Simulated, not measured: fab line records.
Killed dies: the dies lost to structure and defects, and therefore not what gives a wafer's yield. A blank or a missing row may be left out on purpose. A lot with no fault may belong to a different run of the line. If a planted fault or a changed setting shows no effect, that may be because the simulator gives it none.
fab line records	flow n5Finfet
[record] lots = 11	wafers = 33	lastDay = 18
route steps=1938 shown DUMMY_REMOVAL@382 MIM_BOT_ETCH@1869 PAD_METAL@1896 PASSIVATION@1906
lots that met no fault: from a run of the same line without faults
startH: the number of hours between the record's first day and the start of the first shown wafer of the lot	waitH: hours elapsed since this lot's preceding step	" repeats the value in the row above	L1.1+2: a row that stands for several wafers	- no value, or no start was given	* or withheld: withheld	< > ~ a bound
route shown NAME@n: a module of which the file shows steps, and the number in the route of the first	usual: average and standard deviation across the fault-free wafers	same: alike in all rows	chamber/n: place in a boat	sites: readings site by site	_std_site: standard deviation of those values	_edge_site: the outer-site mean with the inner-site mean subtracted	radiusMm: how far each site lies from the wafer's centre	mask NAME#n: copy n	behind: the most recent tool/chamber to have shaped the wafer	hold: reason for holding the lot/hours on hold/outcome of the hold	device: transistor that didn't switch, given as n, p or np	end of line: tests run on the same wafers once the route is complete	step lacking rows: just its recipe	killed: dies lost to structure and defects at the first sort, not the wafer's yield	map: shows each die of a wafer: x if killed, . if not, _ if none is there
set.NAME: the setting that was run; set.NAME@STEP: the one run at that earlier step	model.NAME: the simulator's own value behind a step, which no gauge read
one table for each step of the route and one row for each wafer, over a sample of lots
services: from which hour (startH, from the record's first day; less than 0 if before it) a tool's chamber was out of use, for how many hours, and why
[[steps]]
[step N5_DUMMY_REMOVAL_PRECLEAN_08]
[recipe] chemistry = NF3:NH3	afsCycles = 2	tempC = 30	timeS = 20	sublimationTempC = 180	sublimationTimeS = 60	pressureTorr = 3	rfPowerW = 30
[same] afsCycles = 2
lot.wafer	tool	chamber	startH	waitH
L508.1+5+6	remotePlasma-02	1	74.84	0.0
L510.1+3+6	remotePlasma-02	1	83.71	0.0
L509.2+4+6	remotePlasma-02	1	88.04	0.1
L511.1+3+6	remotePlasma-02	0	95.01	0.0
L512.3+4+5	remotePlasma-02	0	97.33	0.1
L513.3+4+6	remotePlasma-01	1	101.83	0.1
L517.1+2+4	remotePlasma-02	0	124.74	0.0
L524.1+4+5	remotePlasma-01	1	163.89	0.0
L527.1+2+4	remotePlasma-02	1	183.85	0.0
L528.1+2+5	remotePlasma-02	1	191.66	0.0
L529.2+3+4	remotePlasma-02	0	198.65	0.1
[step N5_MIM_BOT_ETCH_STRIP_01]
[recipe] chemistry = O2	powerW = 600	tempC = 60	pressureMtorr = 30	rfFrequencyHz = 6e+07	biasPowerW = 0	overashFraction = 0.5	o2FlowSccm = 225
[usual] drypumpMotorCurrentA = 5.5/0.54	oesProductAu = 0.77/0.081	rfVppV = 3.5/1.2	showerheadPlenumPTorr = 2.13/0.056	throttleValvePct = 16.80/0.21
lot.wafer	tool	chamber	startH	waitH	drypumpMotorCurrentA	oesProductAu	rfHoursCounterH	rfVppV	showerheadPlenumPTorr	throttleValvePct
L510.1	rieDiel-03	0	279.86	0.1	5.7	0.71	184	4.0	2.17	16.73
L510.3	"	1	"	"	5.2	0.77	153	4.8	2.11	16.78
L510.6	"	3	"	"	6.3	0.91	-	3.2	2.25	16.71
L511.1	rieDiel-03	2	288.22	0.1	5.3	0.72	160	3.7	2.11	17.17
L511.3	"	1	"	"	5.2	0.77	154	2.2	2.11	16.84
L511.6	"	2	"	"	5.3	0.71	-	3.0	2.11	17.14
L509.2	rieDiel-05	1	292.12	0.1	5.6	0.80	107	5.8	2.03	16.68
L509.4	"	2	"	"	5.6	0.82	-	2.6	2.21	16.72
L509.6	"	3	"	"	4.6	0.79	-	3.1	2.20	16.80
L513.3	rieDiel-01	1	308.43	0.1	5.3	0.81	89	4.6	2.13	16.79
L513.4	"	3	"	"	5.4	0.68	230	4.0	2.14	16.67
L513.6	"	3	"	"	5.4	0.68	-	4.8	2.14	16.65
L512.3	rieDiel-01	0	313.79	0.1	6.4	0.75	138	3.7	2.09	16.54
L512.4	"	2	"	"	5.0	0.69	224	5.4	2.18	17.15
L512.5	"	2	"	"	5.0	0.70	-	4.6	2.18	17.19
L508.1	rieDiel-03	3	323.79	0.1	6.3	0.94	33	4.7	2.25	16.73
L508.5	"	0	"	"	5.7	0.72	-	2.5	2.16	16.76
L508.6	"	3	"	"	6.3	0.91	-	0.9	2.25	16.68
L517.1	rieDiel-01	0	333.30	0.1	6.4	0.79	144	4.3	2.09	16.56
L517.2	"	3	"	"	5.3	0.69	238	2.3	2.14	16.70
L517.4	"	2	"	"	5.0	0.68	231	3.4	2.17	17.13
L524.1	rieDiel-01	0	389.50	0.3	6.4	0.74	165	3.1	2.08	16.59
L524.4	"	1	"	"	5.3	0.77	-	4.0	2.12	16.80
L524.5	"	0	"	"	6.4	0.77	-	3.9	2.08	16.54
L527.1	rieDiel-01	0	407.58	0.1	6.4	0.74	174	1.0	2.08	16.63
L527.2	"	2	"	"	5.0	1.01	0	5.5	2.17	16.75
L527.4	"	1	"	"	5.2	0.78	128	3.8	2.12	16.80
L528.1	rieDiel-01	0	418.67	0.1	6.4	0.73	179	5.0	2.08	16.57
L528.2	"	1	"	"	5.2	0.78	132	5.2	2.12	16.83
L528.5	"	2	"	"	5.0	0.97	-	5.8	2.17	16.75
L529.2	rieDiel-05	1	418.94	0.1	5.6	0.77	154	2.5	2.02	16.80
L529.3	"	0	"	"	6.2	0.77	155	3.3	2.03	17.11
L529.4	"	3	"	"	4.6	0.75	146	3.4	2.19	16.89
[step N5_PASSIVATION_AL_DEP_21]
[recipe] material = Al	targetThkA = 28000	tempC = 400	timeS = 170	powerW = 30000	chamberPressurePa = 0.4	gas = Ar
[usual] chamberPressurePa = 0.4000/0.00083	throttleValvePct = 29.9/0.95
lot.wafer	tool	chamber	startH	waitH	chamberPressurePa	throttleValvePct
L510.1	pvdSputter-01	-	283.04	0.1	0.3991	32.0
L510.3	"	-	"	"	0.4004	30.7
L510.6	"	-	"	"	0.4000	29.2
L511.1	pvdSputter-03	-	294.92	0.1	0.3995	28.8
L511.3	"	-	"	"	0.3986	29.8
L511.6	"	-	"	"	0.4002	28.7
L509.2	pvdSputter-01	-	296.44	0.1	0.3997	30.7
L509.4	"	-	"	"	0.4001	29.4
L509.6	"	-	"	"	0.4006	32.0
L513.3	pvdSputter-01	-	310.80	0.1	0.3997	29.5
L513.4	"	-	"	"	0.3988	30.6
L513.6	"	-	"	"	0.4003	29.3
L512.3	pvdSputter-01	-	316.58	0.1	0.4007	30.6
L512.4	"	-	"	"	0.4007	31.6
L512.5	"	-	"	"	0.4012	30.7
L508.1	pvdSputter-02	-	326.23	0.1	0.4001	29.7
L508.5	"	-	"	"	0.3990	29.3
L508.6	"	-	"	"	0.3999	28.4
L517.1	pvdSputter-01	-	336.48	0.1	0.4001	30.7
L517.2	"	-	"	"	0.4007	29.2
L517.4	"	-	"	"	0.4000	30.7
L524.1	pvdSputter-01	-	391.96	0.1	0.3996	31.8
L524.4	"	-	"	"	0.3996	30.8
L524.5	"	-	"	"	0.4000	29.1
L527.1	pvdSputter-02	-	410.71	0.1	0.4015	28.1
L527.2	"	-	"	"	0.3998	29.0
L527.4	"	-	"	"	0.3995	30.0
L529.2	pvdSputter-03	-	422.88	0.1	0.3997	28.7
L529.3	"	-	"	"	0.4007	30.3
L529.4	"	-	"	"	0.4009	30.0
L528.1	pvdSputter-01	-	422.94	0.1	0.4010	30.5
L528.2	"	-	"	"	0.3994	29.4
L528.5	"	-	"	"	0.4002	30.5
[step N5_PASSIVATION_OVL_MEAS_63]
[recipe] pointsPerWafer = 44
[usual] PAD_OVL = -5/5.8
lot.wafer	tool	chamber	startH	waitH	PAD_OVL[nm]
L510.1	overlay-01	0	283.66	0.0	-2
L510.3	"	0	"	"	-4
L510.6	"	0	"	"	-6
L511.1	overlay-01	0	295.54	0.0	-11
L511.3	"	0	"	"	-8
L511.6	"	0	"	"	-8
L509.2	overlay-02	0	296.95	0.0	-1
L509.4	"	0	"	"	4
L509.6	"	0	"	"	4
L513.3	overlay-01	0	311.43	0.0	-5
L513.4	"	0	"	"	-7
L513.6	"	0	"	"	-5
L512.3	overlay-01	0	317.21	0.0	-15
L512.4	"	0	"	"	-11
L512.5	"	0	"	"	-14
L508.1	overlay-02	0	326.74	0.0	3
L508.5	"	0	"	"	3
L508.6	"	0	"	"	-1
L517.1	overlay-02	0	337.11	0.0	-3
L517.2	"	0	"	"	-2
L517.4	"	0	"	"	1
L524.1	overlay-01	0	392.59	0.0	-13
L524.4	"	0	"	"	-11
L524.5	"	0	"	"	-10
L527.1	overlay-02	0	411.21	0.0	-12
L527.2	"	0	"	"	-12
L527.4	"	0	"	"	-6
L529.2	overlay-01	0	423.51	0.0	-8
L529.3	"	0	"	"	-3
L529.4	"	0	"	"	-6
L528.1	overlay-02	0	423.67	0.0	-9
L528.2	"	0	"	"	-7
L528.5	"	0	"	"	-8
[step N5_PASSIVATION_PROBE_49]
[usual] defectLimitedYield = 91.7/1.5	killed_at_M0_to_M3 = 32/10	killed_at_M4_up = 14/5.3	killedAtContacts = 13/5.7	killedAtFrontEnd = 37/10	killedAtOther = 3.3/2.5	killedDies = 98/18	killedOnRim = 13/3.6	killedOpen = 65/13	killedShort = 31/7.5	sort_bin_4_leakage = 0.00/0.0099	sort_bin_5_function = 4.9/0.91	sort_bin_6_memory = 3.1/0.71	sort_bin_8_speed = 0.00/0.017	sortNPass = 1082/18	sortYieldPct = 91.7/1.5
[same] grossDies = 1180	killedAtBackSide = 0
lot.wafer	tool	chamber	startH	waitH	defectLimitedYield[%]	killed_at_M0_to_M3	killed_at_M4_up	killedAtContacts	killedAtFrontEnd	killedAtOther	killedDies	killedOnRim	killedOpen	killedShort	sort_bin_4_leakage[%]	sort_bin_5_function[%]	sort_bin_6_memory[%]	sort_bin_8_speed[%]	sortNPass	sortYieldPct[%]
L511.1	prober-01	-	300.38	0.0	88.5	20	10	5	101	0	136	26	34	22	0	6.6	2.8	0	1044	88.5
L511.3	prober-01	-	300.48	0.1	85.4	24	8	16	121	3	172	32	60	39	0	8.4	4.5	0	1008	85.4
L511.6	prober-01	-	300.63	0.3	86.2	28	17	10	106	2	163	29	56	39	0	7.9	3.9	0	1017	86.2
L513.3	prober-01	-	316.77	0.1	91.9	29	8	12	43	4	96	8	68	27	0	4.2	3.5	0	1084	91.9
L512.3	prober-01	-	322.60	0.1	87.8	30	9	5	98	2	144	25	53	27	0	7.0	3.3	0	1036	87.8
L512.4	prober-01	-	322.65	0.2	87.2	25	17	16	92	1	151	31	66	19	0	7.7	3.6	0	1029	87.2
L512.5	prober-01	-	322.70	0.2	85.4	41	9	13	109	0	172	34	78	25	0	8.8	4.6	0	1008	85.4
L517.1	prober-01	-	342.09	0.0	86.7	22	8	14	108	5	157	31	51	45	0	8.2	3.3	0	1023	86.7
L517.2	prober-01	-	342.14	0.1	84.7	36	14	13	115	2	180	30	68	46	0	9.3	4.0	0	1000	84.7
L517.4	prober-01	-	342.24	0.2	87.1	26	10	10	104	2	152	24	63	27	0	8.8	3.0	0	1028	87.1
L524.1	prober-01	-	397.50	0.0	91.1	34	7	27	30	7	105	11	75	29	0	5.6	3.1	0	1075	91.1
L524.4	prober-01	-	397.65	0.2	92.1	28	8	22	35	0	93	20	66	26	0	4.9	2.7	0	1087	92.1
L524.5	prober-01	-	397.70	0.2	89.7	46	8	12	55	1	122	15	88	32	0	6.1	4.0	0	1058	89.7
// killed by level:class
L511.1 DUMMY_REMOVAL:unspecified=73 BEOL_M0_SAQP:geometricParticle:short=6 HKMG_FIN:areaEtch=6 FIN_SAQP:geometricParticle:short=5 BEOL_M0_SAQP:geometricParticle:open=5 DUMMY_GATE:geometricParticle:open=4 MOL_CONTACT_COAG:geometricParticle:open=4 BEOL_M4:geometricParticle:open=4
L511.3 DUMMY_REMOVAL:unspecified=73 MOL_CONTACT_COAG:geometricParticle:open=15 FIN_SAQP:geometricParticle:short=14 BEOL_M0_SAQP:geometricParticle:open=8 DUMMY_GATE:geometricParticle:open=6 BEOL_M0_SAQP:geometricParticle:short=6 FIN_SAQP:geometricParticle:open=5 GATE_CUT:geometricParticle:short=5
L511.6 DUMMY_REMOVAL:unspecified=64 BEOL_M4:geometricParticle:open=9 MOL_CONTACT_COAG:geometricParticle:open=8 BEOL_M0_SAQP:geometricParticle:open=7 BEOL_M0_SAQP:geometricParticle:short=6 FIN_SAQP:geometricParticle:open=5 FIN_SAQP:geometricParticle:short=5 DUMMY_GATE:geometricParticle:open=5
L513.3 FIN_SAQP:geometricParticle:open=13 MOL_CONTACT_COAG:geometricParticle:open=11 BEOL_M1:geometricParticle:open=10 STI_FIN_REVEAL:geometricParticle:open=8 FIN_SAQP:geometricParticle:short=7 DUMMY_GATE:geometricParticle:open=7 BEOL_M0_SAQP:geometricParticle:open=4 BEOL_M7:geometricParticle:open=4
L512.3 DUMMY_REMOVAL:unspecified=64 BEOL_M2:geometricParticle:open=12 FIN_SAQP:geometricParticle:open=8 FIN_SAQP:geometricParticle:short=6 MOL_CONTACT_COAG:geometricParticle:open=5 BEOL_M0_SAQP:geometricParticle:short=5 BEOL_M1:geometricParticle:open=5 BEOL_M4:geometricParticle:open=5
L512.4 DUMMY_REMOVAL:unspecified=63 MOL_CONTACT_COAG:geometricParticle:open=11 BEOL_M2:geometricParticle:open=10 BEOL_M4:geometricParticle:open=9 FIN_SAQP:geometricParticle:open=7 STI_FIN_REVEAL:geometricParticle:open=6 MOL_CONTACT_COAG:geometricParticle:short=5 BEOL_M0_SAQP:geometricParticle:open=5
L512.5 DUMMY_REMOVAL:unspecified=68 FIN_SAQP:geometricParticle:open=15 BEOL_M1:geometricParticle:open=14 MOL_CONTACT_COAG:geometricParticle:open=10 BEOL_M2:geometricParticle:open=10 FIN_SAQP:geometricParticle:short=6 GATE_CUT:geometricParticle:open=6 BEOL_M4:geometricParticle:open=5
L517.1 DUMMY_REMOVAL:unspecified=60 FIN_SAQP:geometricParticle:short=12 MOL_CONTACT_COAG:geometricParticle:open=12 DUMMY_GATE:geometricParticle:open=7 FIN_SAQP:geometricParticle:open=6 STI_FIN_REVEAL:geometricParticle:open=6 BEOL_M0_SAQP:geometricParticle:short=6 STARTING-WAFER:geometricParticle:short=6
L517.2 DUMMY_REMOVAL:unspecified=64 FIN_SAQP:geometricParticle:short=21 MOL_CONTACT_COAG:geometricParticle:open=12 BEOL_M0_SAQP:geometricParticle:open=9 BEOL_M0_SAQP:geometricParticle:short=9 FIN_SAQP:geometricParticle:open=7 STI_FIN_REVEAL:geometricParticle:open=6 BEOL_M6:geometricParticle:open=6
L517.4 DUMMY_REMOVAL:unspecified=62 STI_FIN_REVEAL:geometricParticle:open=14 FIN_SAQP:geometricParticle:short=10 MOL_CONTACT_COAG:geometricParticle:open=10 FIN_SAQP:geometricParticle:open=6 BEOL_M0_SAQP:geometricParticle:short=6 BEOL_M1:geometricParticle:open=6 BEOL_M0_SAQP:geometricParticle:open=5
L524.1 MOL_CONTACT_COAG:geometricParticle:open=22 STI_FIN_REVEAL:geometricParticle:open=8 BEOL_M1:geometricParticle:open=7 BEOL_M3:geometricParticle:open=7 FIN_SAQP:geometricParticle:short=5 BEOL_M0_SAQP:geometricParticle:open=5 BEOL_M0_SAQP:geometricParticle:short=5 BEOL_M2:geometricParticle:open=5
L524.4 MOL_CONTACT_COAG:geometricParticle:open=18 BEOL_M2:geometricParticle:open=10 GATE_CUT:geometricParticle:short=8 FIN_SAQP:geometricParticle:open=7 FIN_SAQP:geometricParticle:short=5 GATE_CUT:geometricParticle:open=5 BEOL_M0:geometricParticle:open=4 BEOL_M0_SAQP:geometricParticle:open=4
L524.5 FIN_SAQP:geometricParticle:open=22 STI_FIN_REVEAL:geometricParticle:open=13 BEOL_M3:geometricParticle:open=11 MOL_CONTACT_COAG:geometricParticle:open=10 BEOL_M0_SAQP:geometricParticle:open=10 BEOL_M0_SAQP:geometricParticle:short=9 FIN_SAQP:geometricParticle:short=7 BEOL_M3:geometricParticle:short=6
[[services]]
tool	chamber	startH	hours	kind
pvdSputter-02	-	63.48	3.2	repair
rieDiel-01	-	73.72	1.2	repair
rieDiel-01	1	77.18	4.7	repair
pvdSputter-03	-	93.63	3.5	repair
rieDiel-01	3	100.79	8.7	repair
remotePlasma-02	-	114.21	1.0	repair
pvdSputter-02	-	134.88	1.1	repair
rieDiel-01	-	135.57	0.8	repair
rieDiel-05	1	148.75	2.2	repair
rieDiel-05	0	152.80	25.5	repair
rieDiel-05	1	160.48	5.4	repair
rieDiel-01	0	168.70	6.0	repair
rieDiel-01	0	228.17	6.0	repair
rieDiel-01	-	238.12	15.6	pm
rieDiel-01	1	263.76	3.0	repair
rieDiel-01	-	322.39	0.2	repair
rieDiel-03	1	336.08	13.1	repair
pvdSputter-03	-	350.34	3.1	repair
rieDiel-01	3	372.47	-	clean
rieDiel-01	3	372.47	-	consumableReplace:focusRing
rieDiel-01	3	372.47	19.3	scheduledDown
rieDiel-01	3	372.47	19.3	ventCycle
rieDiel-05	3	389.66	9.0	repair
rieDiel-01	2	391.81	-	clean
[[key]]
[firstSign] step = N5_PASSIVATION_PROBE_49	reading = killedAtFrontEnd	direction = up	sigmas = 6.7	usual = 37	struck = 106
[effect] step = N5_PASSIVATION_PROBE_49	reading = defectLimitedYield	direction = down	sigmas = 3.4	usual = 91.7	struck = 86.6
[moreKillsBornAt] N5_DUMMY_REMOVAL_PRECLEAN_08@remotePlasma-02 = 591
metAt N5_DUMMY_REMOVAL_PRECLEAN_08
struckLots L511,L512,L517
struckWafers L511.1,L511.3,L511.6,L512.3,L512.4,L512.5,L517.1,L517.2,L517.4
notActingAt N5_MIM_BOT_ETCH_STRIP_01,N5_PASSIVATION_AL_DEP_21,N5_PASSIVATION_OVL_MEAS_63
[fault] kind = chamberParticleSource	tool = remotePlasma-02	chamber = 0	onsetH = 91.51	steps = N5_DUMMY_REMOVAL_PRECLEAN_08	ratePerVisitCm2 = 0.79694	endH = 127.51
